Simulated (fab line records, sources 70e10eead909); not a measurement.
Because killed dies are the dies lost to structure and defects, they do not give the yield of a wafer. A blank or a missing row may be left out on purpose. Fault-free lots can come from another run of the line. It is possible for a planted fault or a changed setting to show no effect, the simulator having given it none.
Matching of chambers :: flow nand_harc :: NHARC_A_STAIRCASE_TRIM_196 on rie_diel-03 has 4 sister chambers
The step chemistry O2, time 211.2 s. 7 wafers are shown with their chamber, then 12 later ones without.

WAFERS, EACH WITH ITS CHAMBER
wafer: L075.1
chamber: 1
drypump_motor_current_A (A): 5.6
showerhead_plenum_p_Torr (Torr): 3.64

wafer: L082.4
chamber: 2
drypump_motor_current_A (A): 6.7
showerhead_plenum_p_Torr (Torr): 3.30

wafer: L086.3
chamber: 0
drypump_motor_current_A (A): 5.7
showerhead_plenum_p_Torr (Torr): 3.57

wafer: L086.6
chamber: 0
drypump_motor_current_A (A): 5.7
showerhead_plenum_p_Torr (Torr): 3.57

wafer: L087.2
chamber: 3
drypump_motor_current_A (A): 6.3
showerhead_plenum_p_Torr (Torr): 3.52

wafer: L087.4
chamber: 2
drypump_motor_current_A (A): 6.6
showerhead_plenum_p_Torr (Torr): 3.29

wafer: L087.6
chamber: 3
drypump_motor_current_A (A): 6.3
showerhead_plenum_p_Torr (Torr): 3.52

WAFERS MISSING THEIR CHAMBER
wafer: L092.2
drypump_motor_current_A (A): 6.6
showerhead_plenum_p_Torr (Torr): 3.28

wafer: L092.3
drypump_motor_current_A (A): 6.3
showerhead_plenum_p_Torr (Torr): 3.51

wafer: L092.6
drypump_motor_current_A (A): 6.6
showerhead_plenum_p_Torr (Torr): 3.28

wafer: L092.1
drypump_motor_current_A (A): 5.7
showerhead_plenum_p_Torr (Torr): 3.56

wafer: L092.4
drypump_motor_current_A (A): 6.3
showerhead_plenum_p_Torr (Torr): 3.51

wafer: L092.5
drypump_motor_current_A (A): 5.7
showerhead_plenum_p_Torr (Torr): 3.56

wafer: L093.2
drypump_motor_current_A (A): 6.3
showerhead_plenum_p_Torr (Torr): 3.50

wafer: L093.4
drypump_motor_current_A (A): 5.7
showerhead_plenum_p_Torr (Torr): 3.55

wafer: L093.5
drypump_motor_current_A (A): 5.6
showerhead_plenum_p_Torr (Torr): 3.62

wafer: L096.2
drypump_motor_current_A (A): 5.6
showerhead_plenum_p_Torr (Torr): 3.61

wafer: L096.4
drypump_motor_current_A (A): 6.6
showerhead_plenum_p_Torr (Torr): 3.28

wafer: L096.5
drypump_motor_current_A (A): 5.6
showerhead_plenum_p_Torr (Torr): 3.61

THE CHAMBER EACH PASSED THROUGH
wafer: L092.2
from the rows above: 2
in truth: 2

wafer: L092.3
from the rows above: 3
in truth: 3

wafer: L092.6
from the rows above: 2
in truth: 2

wafer: L092.1
from the rows above: 0
in truth: 0

wafer: L092.4
from the rows above: 3
in truth: 3

wafer: L092.5
from the rows above: 0
in truth: 0

wafer: L093.2
from the rows above: 3
in truth: 3

wafer: L093.4
from the rows above: 0
in truth: 0

wafer: L093.5
from the rows above: 1
in truth: 1

wafer: L096.2
from the rows above: 1
in truth: 1

wafer: L096.4
from the rows above: 2
in truth: 2

wafer: L096.5
from the rows above: 1
in truth: 1
12 of 12 placed correctly. Can't be placed from these rows: 0. 0 placed wrongly.
How it was worked out, from the rows above alone: a wafer's distance from a chamber is the root of the sum, over the readings, of the square of ((its reading less the chamber's mean) divided by the reading's scatter). If the next closest chamber is less than 2 further off than the closest, the wafer can't be placed; otherwise it belongs to the closest. Each chamber's mean is taken over the wafers shown for it. How the scatter is found: for the shown wafers, subtract from each reading the mean of its chamber, square and add these, divide the total by (wafers less chambers), then take the root.
